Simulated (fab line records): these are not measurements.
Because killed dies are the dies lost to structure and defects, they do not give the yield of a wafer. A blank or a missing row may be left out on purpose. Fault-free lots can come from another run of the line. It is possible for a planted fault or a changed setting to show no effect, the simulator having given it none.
Problem report, 8D (eight disciplines) form, completed by code | flow n5Finfet | the parts of the form that need people (team, actions taken, sign-off) are left out

1. PROBLEM STATEMENT
Wafers without a fault read 1499.9 rpm, standard deviation 0.89; spinSpeedRpm at N5_BEOL_M6_COAT_63 reads a mean of 1535.2 rpm on 6 wafers belonging to 2 lots. Relative to the usual mean, that is a shift of +40 standard deviations.
The step: time 60 s, resist thk 60 nm.
The first sign was on wafer L350.3 at day 9 10:32, on lithoTrack-05. The record has a number at this step for 12 wafers belonging to 4 lots. Rule for "out" (also "out of limits"): further than 4 standard deviations from the usual mean. Any other wafer with a number is counted as sound.

2. WHAT IT IS AND WHAT IT IS NOT
question                    | is                     | is not
which readings at this step | spinSpeedRpm           | -
which lots                  | L350, L351             | L345, L366
which wafers of those lots  | all that have a number | -
read on which tools         | lithoTrack-05          | lithoTrack-01
when                        | from day 9 10:32       | up to then (3 sound wafers); but 3 sound wafers of L366 came after

3. WHAT RULES OUT EACH SUSPECT
Counting: any tool at a process step up to the reading is kept as a suspect provided that every lot that is out went through it and no sound lot did after the first of them.
- lithoTrack-05 at N5_BEOL_M6_COAT_63 (time 60 s, resist thk 60 nm): kept. It ran every lot that is out, first L350 (day 9 10:32), and no sound lot after that; its last sound lot up to then is L345 (day 8 03:32). Its own spinSpeedRpm readings are out on those wafers.
Remaining after the count: lithoTrack-05 at N5_BEOL_M6_COAT_63.

4. THE CAUSE (what the simulator had put in)
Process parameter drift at N5_BEOL_M6_COAT_63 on lithoTrack-05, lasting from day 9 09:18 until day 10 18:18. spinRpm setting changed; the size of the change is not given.
After counting, this tool was the only one left.

5. THE CHAIN OF EFFECTS, in route order
Each row: a reading whose mean over the struck wafers that have a number lies more than 3 standard deviations from the usual. Scope: only readings with a usual standard deviation given in the record; hours: median across lots of the time from each lot's start at the first step in this table that gives one to its start at this step; sigmas: change in usual standard deviations.
hours | step               | reading      | usual      | on struck wafers | change | sigmas
0     | N5_BEOL_M6_COAT_63 | spinSpeedRpm | 1499.9 rpm | 1535.2           | +35.3  | +40
It contains these process steps:
- N5_BEOL_M6_COAT_63: time 60 s, resist thk 60 nm.

6. WHAT WOULD HAVE CAUGHT IT SOONER
In this record the first reading out of limits was taken at day 9 10:32, 1 hour after the fault began at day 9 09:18.
